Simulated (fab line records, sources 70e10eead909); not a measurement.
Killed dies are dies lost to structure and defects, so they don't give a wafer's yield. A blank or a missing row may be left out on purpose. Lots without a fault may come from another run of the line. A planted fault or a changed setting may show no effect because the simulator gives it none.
Problem report in the 8D (eight disciplines) form, filled by code | flow nand_harc | the parts of the form that need people (team, actions taken, sign-off) are left out

1. THE PROBLEM
cd_nm at NHARC_P_ZERO_WELL_CD_MEAS_37 reads a mean of 728.6 nm on 6 wafers of 2 lots; wafers without a fault read 719.4 nm with a standard deviation of 1.7. That is +5.4 standard deviations from the usual mean.
The step: target cd 720 nm.
First seen on wafer L934.3, day 7 16:22, on cd_sem-03. The record holds 36 wafers of 12 lots with a number at this step. Rule for "out", or "out of limits": more than 4 standard deviations from the usual mean. The other wafers with a number count as sound.

2. WHAT IT IS AND WHAT IT IS NOT
question                    | is                     | is not
which readings at this step | cd_nm                  | -
which lots                  | L934, L936             | L918, L919, L920, L921, L922, L925, L926, L928, L929, L940
which wafers of those lots  | all that have a number | -
read on which gauges        | cd_sem-02, cd_sem-03   | cd_sem-01
when                        | from day 7 16:22       | up to then (27 sound wafers); but 3 sound wafers of L940 came after

3. SUSPECTS, AND WHAT RULES EACH OUT
Counting: a tool at a process step up to the reading stays a suspect if it ran every lot that is out and no sound lot after the first of them.
- the gauge at NHARC_P_ZERO_WELL_CD_MEAS_37: ruled out. The wafers that are out were read on 2 gauges (cd_sem-02, cd_sem-03).
- litho_track-02 at NHARC_P_ZERO_WELL_PEB_35 (peb time 85 s): kept. It ran every lot that is out, first L934 (day 7 16:16), and no sound lot after that; its last sound lot up to then is L929 (day 5 14:07). Its own readings are out on those wafers: heater_power_total_W, plate_temp_C.
Left after counting: litho_track-02 at NHARC_P_ZERO_WELL_PEB_35.

4. THE CAUSE (what the simulator had put in)
Process parameter drift: litho_track-02, from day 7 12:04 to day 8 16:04, at NHARC_P_ZERO_WELL_PEB_35. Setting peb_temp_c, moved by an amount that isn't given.
Counting left only this tool.

5. THE CHAIN OF EFFECTS, in route order
Each row: a reading whose mean over the struck wafers that have a number lies more than 3 standard deviations from the usual. Only readings for which the record gives a usual standard deviation are gone through. hours: the time from each lot's start at the first step in this table that gives one to its start at this step, as a median over the lots. sigmas: the change in usual standard deviations.
hours | step                         | reading              | usual    | on struck wafers | change | sigmas
0     | NHARC_P_ZERO_WELL_PEB_35     | heater_power_total_W | 163.98 W | 188.83           | +24.85 | +86
0     | NHARC_P_ZERO_WELL_PEB_35     | plate_temp_C         | 117.98 C | 131.28           | +13.30 | +95
0     | NHARC_P_ZERO_WELL_CD_MEAS_37 | cd_nm                | 719.4 nm | 728.6            | +9.2   | +5.4
The process steps in it:
- NHARC_P_ZERO_WELL_PEB_35: peb time 85 s.
Later measuring or inspecting steps at which every struck wafer that the step has a row for has a number for every such reading, and none has moved that far: NHARC_P_ZERO_WELL_CD_MEAS_52, NHARC_P_STI_CD_MEAS_16.

6. WHAT WOULD HAVE CAUGHT IT SOONER
In this record the first reading out of limits at a measuring or inspecting step was taken at day 7 16:22, 4 hours after the fault began at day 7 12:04.
The tool's own readings at NHARC_P_ZERO_WELL_PEB_35 were out on every struck wafer that the step has a row for (heater_power_total_W, plate_temp_C): an alarm limit on them would have fired on the first of those.
Of the lots that are out (2), L936 began NHARC_P_ZERO_WELL_PEB_35 on litho_track-02 after day 7 16:22. A hold on the tool at that time would have spared it.
